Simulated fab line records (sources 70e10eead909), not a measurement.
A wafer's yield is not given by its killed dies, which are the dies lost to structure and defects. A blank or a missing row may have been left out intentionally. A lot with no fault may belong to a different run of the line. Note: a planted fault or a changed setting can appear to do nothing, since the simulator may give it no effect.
fab line records || flow nandHarc || part 2 of 2: steps 24 to 35 of 35
record {"lots": 5, "wafers": 15, "lastDay": 30}
route steps=1302 shown P_M0@255 P_M1@285
lots that met no fault: from a run of the same line without faults
startH: hours from the record's opening day to when the first of the lot's shown wafers began || waitH: hours since the lot's step before || " identical to the entry in the row above || L1.1+2: a single row standing in for several wafers || - no value present, or no start provided || * or withheld: withheld || < > ~ a bound
route shown NAME@n: NAME is a module with steps in the file, n the number in the route of the first one || usual: mean and standard deviation over wafers with no fault || same: alike in all rows || chamber/n: place in a boat || sites: per-site readings || _std_site: the standard deviation of these || _edge_site: mean of outer sites minus mean of inner sites || radiusMm: for every site, how far away it sits from the centre of the wafer || mask NAME#n: copy n || behind: the last tool/chamber to shape the wafer || hold: why the lot was held/for how many hours/how that ended || device: the transistor (n, p or np) that didn't switch || end of line: the tests these same wafers got at the end of their route || for a step that has no rows: nothing shown but its recipe || killed: dies lost to structure and defects at the first sort, not the wafer's yield || map: a wafer's dies, x killed, . not, _ none there
set.NAME: setting as actually run; set.NAME@STEP: the setting as run at that earlier step || model.NAME: the simulator's own value behind a step, which no gauge read
lots at some steps of the route; a table a step, a row a wafer
services: a tool's chamber out of use, with start hour (startH, from the record's first day; less than 0 if before it), hours out, and reason
## steps
# step NHARC_P_M0_CMP_23
# recipe {"tOverpolishS": 20, "targetThkNm": 117.54}
# usual {"motorCurrentA": "11.7/1.4", "timeToEndpointS": "28.8/2.6"}
{"lot.wafer": "L078.4", "tool": "cmp-04", "chamber": 0, "startH": 160.10, "waitH": "-", "motorCurrentA": 8.4, "timeToEndpointS": 25.8}
{"lot.wafer": "L078.1", "tool": "cmp-04", "chamber": 1, "startH": 160.10, "waitH": "-", "motorCurrentA": 12.1, "timeToEndpointS": 31.8}
{"lot.wafer": "L078.5", "tool": "cmp-04", "chamber": 0, "startH": 160.10, "waitH": "-", "motorCurrentA": 8.4, "timeToEndpointS": 27.7}
{"lot.wafer": "L081.1", "tool": "cmp-01", "chamber": 1, "startH": 190.52, "waitH": "-", "motorCurrentA": 9.6, "timeToEndpointS": 25.6}
{"lot.wafer": "L081.6", "tool": "cmp-01", "chamber": 2, "startH": 190.52, "waitH": "-", "motorCurrentA": 12.3, "timeToEndpointS": 27.0}
{"lot.wafer": "L081.5", "tool": "cmp-01", "chamber": 3, "startH": 190.52, "waitH": "-", "motorCurrentA": 12.3, "timeToEndpointS": 28.3}
{"lot.wafer": "L083.2", "tool": "cmp-01", "chamber": 0, "startH": 210.43, "waitH": "-", "motorCurrentA": 12.3, "timeToEndpointS": 33.3}
{"lot.wafer": "L083.1", "tool": "cmp-01", "chamber": 1, "startH": 210.43, "waitH": "-", "motorCurrentA": 9.6, "timeToEndpointS": 28.9}
{"lot.wafer": "L083.5", "tool": "cmp-01", "chamber": 3, "startH": 210.43, "waitH": "-", "motorCurrentA": 13.0, "timeToEndpointS": 27.5}
{"lot.wafer": "L085.4", "tool": "cmp-01", "chamber": 0, "startH": 232.54, "waitH": "-", "motorCurrentA": 13.1, "timeToEndpointS": 34.5}
{"lot.wafer": "L085.3", "tool": "cmp-01", "chamber": 1, "startH": 232.54, "waitH": "-", "motorCurrentA": 9.7, "timeToEndpointS": 26.7}
{"lot.wafer": "L085.1", "tool": "cmp-01", "chamber": 3, "startH": 232.54, "waitH": "-", "motorCurrentA": 12.5, "timeToEndpointS": 29.9}
{"lot.wafer": "L089.3", "tool": "cmp-02", "chamber": 0, "startH": 267.47, "waitH": "-", "motorCurrentA": 12.3, "timeToEndpointS": 27.4}
{"lot.wafer": "L089.1", "tool": "cmp-02", "chamber": 2, "startH": 267.47, "waitH": "-", "motorCurrentA": 12.1, "timeToEndpointS": 29.9}
{"lot.wafer": "L089.4", "tool": "cmp-02", "chamber": 3, "startH": 267.47, "waitH": "-", "motorCurrentA": 13.6, "timeToEndpointS": 28.9}
# step NHARC_P_M0_THK_MEAS_24
# recipe {"thkMeasGauge": "xrf"}
# usual {"thkNm": "117.5/1.4"}
{"lot.wafer": "L078.1", "tool": "filmMetro-01", "chamber": "-", "startH": 160.38, "waitH": "-", "thkNm": 117.3}
{"lot.wafer": "L078.4", "tool": "filmMetro-01", "chamber": "-", "startH": 160.38, "waitH": "-", "thkNm": 117.8}
{"lot.wafer": "L078.5", "tool": "filmMetro-01", "chamber": "-", "startH": 160.38, "waitH": "-", "thkNm": 118.0}
{"lot.wafer": "L081.1", "tool": "filmMetro-01", "chamber": "-", "startH": 190.75, "waitH": "-", "thkNm": 116.8}
{"lot.wafer": "L081.5", "tool": "filmMetro-01", "chamber": "-", "startH": 190.75, "waitH": "-", "thkNm": 117.3}
{"lot.wafer": "L081.6", "tool": "filmMetro-01", "chamber": "-", "startH": 190.75, "waitH": "-", "thkNm": 117.1}
{"lot.wafer": "L083.1", "tool": "filmMetro-01", "chamber": "-", "startH": 210.72, "waitH": "-", "thkNm": 116.1}
{"lot.wafer": "L083.2", "tool": "filmMetro-01", "chamber": "-", "startH": 210.72, "waitH": "-", "thkNm": 118.4}
{"lot.wafer": "L083.5", "tool": "filmMetro-01", "chamber": "-", "startH": 210.72, "waitH": "-", "thkNm": 119.5}
{"lot.wafer": "L085.1", "tool": "filmMetro-01", "chamber": "-", "startH": 232.85, "waitH": "-", "thkNm": 119.1}
{"lot.wafer": "L085.3", "tool": "filmMetro-01", "chamber": "-", "startH": 232.85, "waitH": "-", "thkNm": 116.9}
{"lot.wafer": "L085.4", "tool": "filmMetro-01", "chamber": "-", "startH": 232.85, "waitH": "-", "thkNm": 119.8}
{"lot.wafer": "L089.1", "tool": "filmMetro-02", "chamber": "-", "startH": 267.78, "waitH": "-", "thkNm": 118.7}
{"lot.wafer": "L089.3", "tool": "filmMetro-02", "chamber": "-", "startH": 267.78, "waitH": "-", "thkNm": 118.1}
{"lot.wafer": "L089.4", "tool": "filmMetro-02", "chamber": "-", "startH": 267.78, "waitH": "-", "thkNm": 117.5}
# step NHARC_P_M0_SRD_25
{"lot.wafer": "L078.4+1+5", "tool": "wetBench-10", "chamber": "1,2,5", "startH": 160.43, "waitH": 0.0}
{"lot.wafer": "L081.5+1+6", "tool": "wetBench-08", "chamber": "1,2,3", "startH": 190.81, "waitH": 0.0}
{"lot.wafer": "L083.2+1+5", "tool": "wetBench-10", "chamber": "5,6,7", "startH": 210.77, "waitH": 0.0}
{"lot.wafer": "L085.4+1+3", "tool": "wetBench-08", "chamber": "6,0,2", "startH": 232.89, "waitH": 0.0}
{"lot.wafer": "L089.1+4+3", "tool": "wetBench-10", "chamber": "0,3,5", "startH": 267.82, "waitH": 0.0}
# step NHARC_P_M0_INSPECT_27
# usual {"rawDefectCount": "326/180"}
{"lot.wafer": "L078.1", "tool": "defectInspect-02", "chamber": "-", "startH": 160.54, "waitH": 0.0, "rawDefectCount": 503}
{"lot.wafer": "L078.4", "tool": "defectInspect-02", "chamber": "-", "startH": 160.54, "waitH": 0.0, "rawDefectCount": 250}
{"lot.wafer": "L078.5", "tool": "defectInspect-02", "chamber": "-", "startH": 160.54, "waitH": 0.0, "rawDefectCount": 368}
{"lot.wafer": "L081.1", "tool": "defectInspect-02", "chamber": "-", "startH": 190.91, "waitH": 0.0, "rawDefectCount": 568}
{"lot.wafer": "L081.5", "tool": "defectInspect-02", "chamber": "-", "startH": 190.91, "waitH": 0.0, "rawDefectCount": 837}
{"lot.wafer": "L081.6", "tool": "defectInspect-02", "chamber": "-", "startH": 190.91, "waitH": 0.0, "rawDefectCount": 326}
{"lot.wafer": "L083.1", "tool": "defectInspect-02", "chamber": "-", "startH": 210.88, "waitH": 0.0, "rawDefectCount": 719}
{"lot.wafer": "L083.2", "tool": "defectInspect-02", "chamber": "-", "startH": 210.88, "waitH": 0.0, "rawDefectCount": 469}
{"lot.wafer": "L083.5", "tool": "defectInspect-02", "chamber": "-", "startH": 210.88, "waitH": 0.0, "rawDefectCount": 285}
{"lot.wafer": "L085.1", "tool": "defectInspect-02", "chamber": "-", "startH": 233.01, "waitH": 0.0, "rawDefectCount": 614}
{"lot.wafer": "L085.3", "tool": "defectInspect-02", "chamber": "-", "startH": 233.01, "waitH": 0.0, "rawDefectCount": 475}
{"lot.wafer": "L085.4", "tool": "defectInspect-02", "chamber": "-", "startH": 233.01, "waitH": 0.0, "rawDefectCount": 486}
{"lot.wafer": "L089.1", "tool": "defectInspect-01", "chamber": "-", "startH": 267.94, "waitH": 0.0, "rawDefectCount": 336}
{"lot.wafer": "L089.3", "tool": "defectInspect-01", "chamber": "-", "startH": 267.94, "waitH": 0.0, "rawDefectCount": 231}
{"lot.wafer": "L089.4", "tool": "defectInspect-01", "chamber": "-", "startH": 267.94, "waitH": 0.0, "rawDefectCount": 154}
# step NHARC_P_M0_PRE_CLEAN_31
# recipe {"timeS": 12, "tempC": 370, "rfPowerW": 300, "gas": "NH3"}
# usual {"heaterPowerW": "640/68", "susceptorTempC": "369.98/0.22"}
{"lot.wafer": "L078.1", "tool": "pecvd-04", "chamber": 1, "startH": 160.63, "waitH": 0.1, "heaterPowerW": 573, "susceptorTempC": 370.06}
{"lot.wafer": "L078.4", "tool": "pecvd-04", "chamber": 2, "startH": 160.63, "waitH": 0.1, "heaterPowerW": 637, "susceptorTempC": 370.08}
{"lot.wafer": "L078.5", "tool": "pecvd-04", "chamber": 1, "startH": 160.63, "waitH": 0.1, "heaterPowerW": 569, "susceptorTempC": 369.92}
{"lot.wafer": "L081.1", "tool": "pecvd-04", "chamber": 2, "startH": 190.98, "waitH": 0.1, "heaterPowerW": 567, "susceptorTempC": 370.11}
{"lot.wafer": "L081.6", "tool": "pecvd-04", "chamber": 2, "startH": 190.98, "waitH": 0.1, "heaterPowerW": 570, "susceptorTempC": 370.16}
{"lot.wafer": "L081.5", "tool": "pecvd-04", "chamber": 0, "startH": 190.98, "waitH": 0.1, "heaterPowerW": 766, "susceptorTempC": 369.89}
{"lot.wafer": "L083.1", "tool": "pecvd-04", "chamber": 1, "startH": 210.94, "waitH": 0.1, "heaterPowerW": 631, "susceptorTempC": 369.64}
{"lot.wafer": "L083.2", "tool": "pecvd-04", "chamber": 0, "startH": 210.94, "waitH": 0.1, "heaterPowerW": 692, "susceptorTempC": 370.05}
{"lot.wafer": "L083.5", "tool": "pecvd-04", "chamber": 2, "startH": 210.94, "waitH": 0.1, "heaterPowerW": 606, "susceptorTempC": 370.22}
{"lot.wafer": "L085.3", "tool": "pecvd-04", "chamber": 2, "startH": 233.08, "waitH": 0.1, "heaterPowerW": 649, "susceptorTempC": 369.81}
{"lot.wafer": "L085.1", "tool": "pecvd-04", "chamber": 1, "startH": 233.08, "waitH": 0.1, "heaterPowerW": 609, "susceptorTempC": 370.48}
{"lot.wafer": "L085.4", "tool": "pecvd-04", "chamber": 2, "startH": 233.08, "waitH": 0.1, "heaterPowerW": 641, "susceptorTempC": 369.80}
{"lot.wafer": "L089.3", "tool": "pecvd-04", "chamber": 2, "startH": 268.00, "waitH": 0.1, "heaterPowerW": 630, "susceptorTempC": 370.38}
{"lot.wafer": "L089.1", "tool": "pecvd-04", "chamber": 0, "startH": 268.00, "waitH": 0.1, "heaterPowerW": 699, "susceptorTempC": 369.76}
{"lot.wafer": "L089.4", "tool": "pecvd-04", "chamber": 2, "startH": 268.00, "waitH": 0.1, "heaterPowerW": 626, "susceptorTempC": 370.23}
# step NHARC_P_M0_DEP_32
# recipe {"targetThkA": 300, "tempC": 370, "targetThkNm": 30, "pressureTorr": 3, "flowSccm": 200, "rfW": 450, "material": "SiCN"}
# usual {"heaterPowerW": "591/70", "susceptorTempC": "370.00/0.21"}
{"lot.wafer": "L078.1", "tool": "pecvd-04", "chamber": 1, "startH": 160.77, "waitH": 0.1, "heaterPowerW": 595, "susceptorTempC": 369.92}
{"lot.wafer": "L078.4", "tool": "pecvd-04", "chamber": 2, "startH": 160.77, "waitH": 0.1, "heaterPowerW": 505, "susceptorTempC": 369.81}
{"lot.wafer": "L078.5", "tool": "pecvd-04", "chamber": 1, "startH": 160.77, "waitH": 0.1, "heaterPowerW": 601, "susceptorTempC": 370.00}
{"lot.wafer": "L081.1", "tool": "pecvd-04", "chamber": 2, "startH": 191.06, "waitH": 0.1, "heaterPowerW": 559, "susceptorTempC": 369.79}
{"lot.wafer": "L081.6", "tool": "pecvd-04", "chamber": 2, "startH": 191.06, "waitH": 0.1, "heaterPowerW": 556, "susceptorTempC": 370.03}
{"lot.wafer": "L081.5", "tool": "pecvd-04", "chamber": 0, "startH": 191.06, "waitH": 0.1, "heaterPowerW": 655, "susceptorTempC": 370.26}
{"lot.wafer": "L083.1", "tool": "pecvd-04", "chamber": 1, "startH": 211.02, "waitH": 0.1, "heaterPowerW": 534, "susceptorTempC": 369.92}
{"lot.wafer": "L083.2", "tool": "pecvd-04", "chamber": 0, "startH": 211.02, "waitH": 0.1, "heaterPowerW": 748, "susceptorTempC": 370.01}
{"lot.wafer": "L083.5", "tool": "pecvd-04", "chamber": 2, "startH": 211.02, "waitH": 0.1, "heaterPowerW": 543, "susceptorTempC": 370.60}
{"lot.wafer": "L085.3", "tool": "pecvd-04", "chamber": 2, "startH": 233.16, "waitH": 0.1, "heaterPowerW": 595, "susceptorTempC": 370.17}
{"lot.wafer": "L085.1", "tool": "pecvd-04", "chamber": 1, "startH": 233.16, "waitH": 0.1, "heaterPowerW": 564, "susceptorTempC": 370.08}
{"lot.wafer": "L085.4", "tool": "pecvd-04", "chamber": 2, "startH": 233.16, "waitH": 0.1, "heaterPowerW": 592, "susceptorTempC": 370.11}
{"lot.wafer": "L089.3", "tool": "pecvd-04", "chamber": 2, "startH": 268.08, "waitH": 0.1, "heaterPowerW": 585, "susceptorTempC": 369.70}
{"lot.wafer": "L089.1", "tool": "pecvd-04", "chamber": 0, "startH": 268.08, "waitH": 0.1, "heaterPowerW": 702, "susceptorTempC": 369.96}
{"lot.wafer": "L089.4", "tool": "pecvd-04", "chamber": 2, "startH": 268.08, "waitH": 0.1, "heaterPowerW": 583, "susceptorTempC": 369.79}
# step NHARC_P_M1_DEP_00
# recipe {"targetThkA": 1825, "targetThkNm": 182.5, "tempC": "withheld", "pressureTorr": 5, "flowSccm": 200, "rfW": 600, "material": "SiOC"}
{"lot.wafer": "L078.1+5+4", "tool": "pecvd-04", "chamber": "1,1,0", "startH": "-", "waitH": "-"}
{"lot.wafer": "L081.1+5+6", "tool": "pecvd-02", "chamber": "0,2,1", "startH": 191.51, "waitH": "-"}
{"lot.wafer": "L083.1+2+5", "tool": "pecvd-02", "chamber": "2,0,0", "startH": 211.48, "waitH": "-"}
{"lot.wafer": "L085.1+3+4", "tool": "pecvd-04", "chamber": "0,1,2", "startH": "-", "waitH": "-"}
{"lot.wafer": "L089.3+1+4", "tool": "pecvd-03", "chamber": "0,2,2", "startH": 268.50, "waitH": "-"}
# step NHARC_P_M1_DEHYDRATE_01
# recipe {"tempC": 150, "timeS": 120}
# usual {"resistLineTempC": "23.01/0.11"}
{"lot.wafer": "L078.1", "tool": "lithoTrack-04", "chamber": 0, "startH": 161.48, "waitH": "-", "resistLineTempC": 22.90}
{"lot.wafer": "L078.4", "tool": "lithoTrack-04", "chamber": 0, "startH": 161.48, "waitH": "-", "resistLineTempC": 23.00}
{"lot.wafer": "L078.5", "tool": "lithoTrack-04", "chamber": 0, "startH": 161.48, "waitH": "-", "resistLineTempC": 23.13}
{"lot.wafer": "L081.1", "tool": "lithoTrack-01", "chamber": 0, "startH": 191.87, "waitH": "-", "resistLineTempC": 22.87}
{"lot.wafer": "L081.5", "tool": "lithoTrack-01", "chamber": 0, "startH": 191.87, "waitH": "-", "resistLineTempC": 22.88}
{"lot.wafer": "L081.6", "tool": "lithoTrack-01", "chamber": 0, "startH": 191.87, "waitH": "-", "resistLineTempC": 22.86}
{"lot.wafer": "L083.1", "tool": "lithoTrack-01", "chamber": 0, "startH": 211.84, "waitH": "-", "resistLineTempC": 23.01}
{"lot.wafer": "L083.2", "tool": "lithoTrack-01", "chamber": 0, "startH": 211.84, "waitH": "-", "resistLineTempC": 22.90}
{"lot.wafer": "L083.5", "tool": "lithoTrack-01", "chamber": 0, "startH": 211.84, "waitH": "-", "resistLineTempC": 22.88}
{"lot.wafer": "L085.1", "tool": "lithoTrack-04", "chamber": 0, "startH": 233.95, "waitH": "-", "resistLineTempC": 23.00}
{"lot.wafer": "L085.3", "tool": "lithoTrack-04", "chamber": 0, "startH": 233.95, "waitH": "-", "resistLineTempC": 23.03}
{"lot.wafer": "L085.4", "tool": "lithoTrack-04", "chamber": 0, "startH": 233.95, "waitH": "-", "resistLineTempC": 22.98}
{"lot.wafer": "L089.1", "tool": "lithoTrack-01", "chamber": 0, "startH": 268.90, "waitH": "-", "resistLineTempC": 23.11}
{"lot.wafer": "L089.3", "tool": "lithoTrack-01", "chamber": 0, "startH": 268.90, "waitH": "-", "resistLineTempC": 23.17}
{"lot.wafer": "L089.4", "tool": "lithoTrack-01", "chamber": 0, "startH": 268.90, "waitH": "-", "resistLineTempC": 23.21}
# step NHARC_P_M1_HMDS_02
# recipe {"timeS": 30}
# usual {"resistLineTempC": "23.01/0.11"}
{"lot.wafer": "L078.1", "tool": "lithoTrack-04", "chamber": 0, "startH": "-", "waitH": "-", "resistLineTempC": 22.76}
{"lot.wafer": "L078.4", "tool": "lithoTrack-04", "chamber": 0, "startH": "-", "waitH": "-", "resistLineTempC": 22.72}
{"lot.wafer": "L078.5", "tool": "lithoTrack-04", "chamber": 0, "startH": "-", "waitH": "-", "resistLineTempC": 22.80}
{"lot.wafer": "L081.1", "tool": "lithoTrack-01", "chamber": 0, "startH": "-", "waitH": "-", "resistLineTempC": 22.86}
{"lot.wafer": "L081.5", "tool": "lithoTrack-01", "chamber": 0, "startH": "-", "waitH": "-", "resistLineTempC": 23.08}
{"lot.wafer": "L081.6", "tool": "lithoTrack-01", "chamber": 0, "startH": "-", "waitH": "-", "resistLineTempC": 23.00}
{"lot.wafer": "L083.1", "tool": "lithoTrack-01", "chamber": 0, "startH": "-", "waitH": "-", "resistLineTempC": 23.09}
{"lot.wafer": "L083.2", "tool": "lithoTrack-01", "chamber": 0, "startH": "-", "waitH": "-", "resistLineTempC": 22.88}
{"lot.wafer": "L083.5", "tool": "lithoTrack-01", "chamber": 0, "startH": "-", "waitH": "-", "resistLineTempC": 22.99}
{"lot.wafer": "L085.1", "tool": "lithoTrack-04", "chamber": 0, "startH": "-", "waitH": "-", "resistLineTempC": 23.14}
{"lot.wafer": "L085.3", "tool": "lithoTrack-04", "chamber": 0, "startH": "-", "waitH": "-", "resistLineTempC": 23.04}
{"lot.wafer": "L085.4", "tool": "lithoTrack-04", "chamber": 0, "startH": "-", "waitH": "-", "resistLineTempC": 23.19}
{"lot.wafer": "L089.1", "tool": "lithoTrack-01", "chamber": 0, "startH": "-", "waitH": "-", "resistLineTempC": 23.06}
{"lot.wafer": "L089.3", "tool": "lithoTrack-01", "chamber": 0, "startH": "-", "waitH": "-", "resistLineTempC": 23.14}
{"lot.wafer": "L089.4", "tool": "lithoTrack-01", "chamber": 0, "startH": "-", "waitH": "-", "resistLineTempC": 23.17}
# step NHARC_P_M1_COAT_34
# recipe {"tempC": 200, "timeS": 65}
# usual {"resistLineTempC": "23.01/0.1"}
{"lot.wafer": "L078.1", "tool": "lithoTrack-04", "chamber": 0, "startH": "-", "waitH": "-", "resistLineTempC": 23.09}
{"lot.wafer": "L078.4", "tool": "lithoTrack-04", "chamber": 0, "startH": "-", "waitH": "-", "resistLineTempC": 23.06}
{"lot.wafer": "L078.5", "tool": "lithoTrack-04", "chamber": 0, "startH": "-", "waitH": "-", "resistLineTempC": 23.05}
{"lot.wafer": "L081.1", "tool": "lithoTrack-01", "chamber": 0, "startH": "-", "waitH": "-", "resistLineTempC": 23.08}
{"lot.wafer": "L081.5", "tool": "lithoTrack-01", "chamber": 0, "startH": "-", "waitH": "-", "resistLineTempC": 23.01}
{"lot.wafer": "L081.6", "tool": "lithoTrack-01", "chamber": 0, "startH": "-", "waitH": "-", "resistLineTempC": 23.11}
{"lot.wafer": "L083.1", "tool": "lithoTrack-01", "chamber": 0, "startH": "-", "waitH": "-", "resistLineTempC": 22.93}
{"lot.wafer": "L083.2", "tool": "lithoTrack-01", "chamber": 0, "startH": "-", "waitH": "-", "resistLineTempC": 23.09}
{"lot.wafer": "L083.5", "tool": "lithoTrack-01", "chamber": 0, "startH": "-", "waitH": "-", "resistLineTempC": 22.93}
{"lot.wafer": "L085.1", "tool": "lithoTrack-04", "chamber": 0, "startH": "-", "waitH": "-", "resistLineTempC": 23.03}
{"lot.wafer": "L085.3", "tool": "lithoTrack-04", "chamber": 0, "startH": "-", "waitH": "-", "resistLineTempC": 23.12}
{"lot.wafer": "L085.4", "tool": "lithoTrack-04", "chamber": 0, "startH": "-", "waitH": "-", "resistLineTempC": 22.98}
{"lot.wafer": "L089.1", "tool": "lithoTrack-01", "chamber": 0, "startH": "-", "waitH": "-", "resistLineTempC": 23.10}
{"lot.wafer": "L089.3", "tool": "lithoTrack-01", "chamber": 0, "startH": "-", "waitH": "-", "resistLineTempC": 22.95}
{"lot.wafer": "L089.4", "tool": "lithoTrack-01", "chamber": 0, "startH": "-", "waitH": "-", "resistLineTempC": 23.02}
# step NHARC_P_M1_COAT_03
# recipe {"spinRpm": 1500, "resistThkNm": 90}
# usual {"resistLineTempC": "23.01/0.1"}
{"lot.wafer": "L078.1", "tool": "lithoTrack-04", "chamber": 0, "startH": "-", "waitH": "-", "resistLineTempC": 23.10}
{"lot.wafer": "L078.4", "tool": "lithoTrack-04", "chamber": 0, "startH": "-", "waitH": "-", "resistLineTempC": 22.93}
{"lot.wafer": "L078.5", "tool": "lithoTrack-04", "chamber": 0, "startH": "-", "waitH": "-", "resistLineTempC": 23.07}
{"lot.wafer": "L081.1", "tool": "lithoTrack-01", "chamber": 0, "startH": "-", "waitH": "-", "resistLineTempC": 23.06}
{"lot.wafer": "L081.5", "tool": "lithoTrack-01", "chamber": 0, "startH": "-", "waitH": "-", "resistLineTempC": 23.17}
{"lot.wafer": "L081.6", "tool": "lithoTrack-01", "chamber": 0, "startH": "-", "waitH": "-", "resistLineTempC": 23.09}
{"lot.wafer": "L083.1", "tool": "lithoTrack-01", "chamber": 0, "startH": "-", "waitH": "-", "resistLineTempC": 22.95}
{"lot.wafer": "L083.2", "tool": "lithoTrack-01", "chamber": 0, "startH": "-", "waitH": "-", "resistLineTempC": 23.08}
{"lot.wafer": "L083.5", "tool": "lithoTrack-01", "chamber": 0, "startH": "-", "waitH": "-", "resistLineTempC": 23.15}
{"lot.wafer": "L085.1", "tool": "lithoTrack-04", "chamber": 0, "startH": "-", "waitH": "-", "resistLineTempC": 23.09}
{"lot.wafer": "L085.3", "tool": "lithoTrack-04", "chamber": 0, "startH": "-", "waitH": "-", "resistLineTempC": 23.01}
{"lot.wafer": "L085.4", "tool": "lithoTrack-04", "chamber": 0, "startH": "-", "waitH": "-", "resistLineTempC": 23.24}
{"lot.wafer": "L089.1", "tool": "lithoTrack-01", "chamber": 0, "startH": "-", "waitH": "-", "resistLineTempC": 22.97}
{"lot.wafer": "L089.3", "tool": "lithoTrack-01", "chamber": 0, "startH": "-", "waitH": "-", "resistLineTempC": 22.81}
{"lot.wafer": "L089.4", "tool": "lithoTrack-01", "chamber": 0, "startH": "-", "waitH": "-", "resistLineTempC": 23.04}
# step NHARC_P_M1_SOFTBAKE_04
# recipe {"tempC": 105, "timeS": 55}
# usual {"resistLineTempC": "22.98/0.11"}
{"lot.wafer": "L078.1", "tool": "lithoTrack-04", "chamber": 0, "startH": "-", "waitH": "-", "resistLineTempC": 23.03}
{"lot.wafer": "L078.4", "tool": "lithoTrack-04", "chamber": 0, "startH": "-", "waitH": "-", "resistLineTempC": 23.22}
{"lot.wafer": "L078.5", "tool": "lithoTrack-04", "chamber": 0, "startH": "-", "waitH": "-", "resistLineTempC": 23.05}
{"lot.wafer": "L081.1", "tool": "lithoTrack-01", "chamber": 0, "startH": "-", "waitH": "-", "resistLineTempC": 23.30}
{"lot.wafer": "L081.5", "tool": "lithoTrack-01", "chamber": 0, "startH": "-", "waitH": "-", "resistLineTempC": 23.05}
{"lot.wafer": "L081.6", "tool": "lithoTrack-01", "chamber": 0, "startH": "-", "waitH": "-", "resistLineTempC": 23.28}
{"lot.wafer": "L083.1", "tool": "lithoTrack-01", "chamber": 0, "startH": "-", "waitH": "-", "resistLineTempC": 22.96}
{"lot.wafer": "L083.2", "tool": "lithoTrack-01", "chamber": 0, "startH": "-", "waitH": "-", "resistLineTempC": 22.78}
{"lot.wafer": "L083.5", "tool": "lithoTrack-01", "chamber": 0, "startH": "-", "waitH": "-", "resistLineTempC": 22.74}
{"lot.wafer": "L085.1", "tool": "lithoTrack-04", "chamber": 0, "startH": "-", "waitH": "-", "resistLineTempC": 22.89}
{"lot.wafer": "L085.3", "tool": "lithoTrack-04", "chamber": 0, "startH": "-", "waitH": "-", "resistLineTempC": 22.93}
{"lot.wafer": "L085.4", "tool": "lithoTrack-04", "chamber": 0, "startH": "-", "waitH": "-", "resistLineTempC": 22.97}
{"lot.wafer": "L089.1", "tool": "lithoTrack-01", "chamber": 0, "startH": "-", "waitH": "-", "resistLineTempC": 22.94}
{"lot.wafer": "L089.3", "tool": "lithoTrack-01", "chamber": 0, "startH": "-", "waitH": "-", "resistLineTempC": 23.06}
{"lot.wafer": "L089.4", "tool": "lithoTrack-01", "chamber": 0, "startH": "-", "waitH": "-", "resistLineTempC": 22.96}
## services
{"tool": "wetBench-10", "chamber": "-", "startH": 135.21, "hours": 8.0, "kind": "pm"}
{"tool": "ecdCu-01", "chamber": "-", "startH": 141.98, "hours": 4.4, "kind": "repair"}
{"tool": "rieDiel-11", "chamber": 2, "startH": 148.19, "hours": 4.6, "kind": "repair"}
{"tool": "lithoTrack-01", "chamber": "-", "startH": 155.00, "hours": 7.0, "kind": "pm"}
{"tool": "arfiScanner-03", "chamber": "-", "startH": 157.89, "hours": 0.2, "kind": "repair"}
{"tool": "ecdCu-01", "chamber": "-", "startH": 160.00, "hours": 8.0, "kind": "pm"}
{"tool": "pecvd-04", "chamber": "-", "startH": 167.69, "hours": 0.6, "kind": "repair"}
{"tool": "pecvd-04", "chamber": "-", "startH": 169.28, "hours": 1.4, "kind": "repair"}
{"tool": "pvdSputter-02", "chamber": "-", "startH": 169.53, "hours": 5.6, "kind": "repair"}
{"tool": "pvdSputter-03", "chamber": "-", "startH": 170.00, "hours": 10.0, "kind": "pm"}
{"tool": "wetBench-09", "chamber": "-", "startH": 176.80, "hours": 8.0, "kind": "pm"}
{"tool": "lithoTrack-06", "chamber": "-", "startH": 179.01, "hours": 7.0, "kind": "pm"}
{"tool": "rieDiel-10", "chamber": 1, "startH": 184.91, "hours": 2.1, "kind": "repair"}
{"tool": "cmp-01", "chamber": "-", "startH": 185.50, "hours": 4.0, "kind": "pm"}
{"tool": "rieDiel-11", "chamber": 0, "startH": 187.07, "hours": 14.1, "kind": "repair"}
{"tool": "arfiScanner-03", "chamber": "-", "startH": 196.00, "hours": 4.0, "kind": "pm"}
{"tool": "lithoTrack-04", "chamber": "-", "startH": 203.00, "hours": 7.0, "kind": "pm"}
{"tool": "rieDiel-11", "chamber": 1, "startH": 214.59, "hours": 6.3, "kind": "repair"}
{"tool": "arfiScanner-03", "chamber": "-", "startH": 215.87, "hours": 3.9, "kind": "repair"}
{"tool": "rieDiel-11", "chamber": 0, "startH": 225.97, "hours": 5.3, "kind": "repair"}
{"tool": "pvdSputter-02", "chamber": "-", "startH": 238.18, "hours": 2.4, "kind": "repair"}
{"tool": "rieDiel-10", "chamber": "-", "startH": 242.57, "hours": 9.0, "kind": "pm"}
{"tool": "rieDiel-11", "chamber": "-", "startH": 255.66, "hours": 9.0, "kind": "pm"}
{"tool": "cmp-01", "chamber": "-", "startH": 258.19, "hours": 1.1, "kind": "repair"}
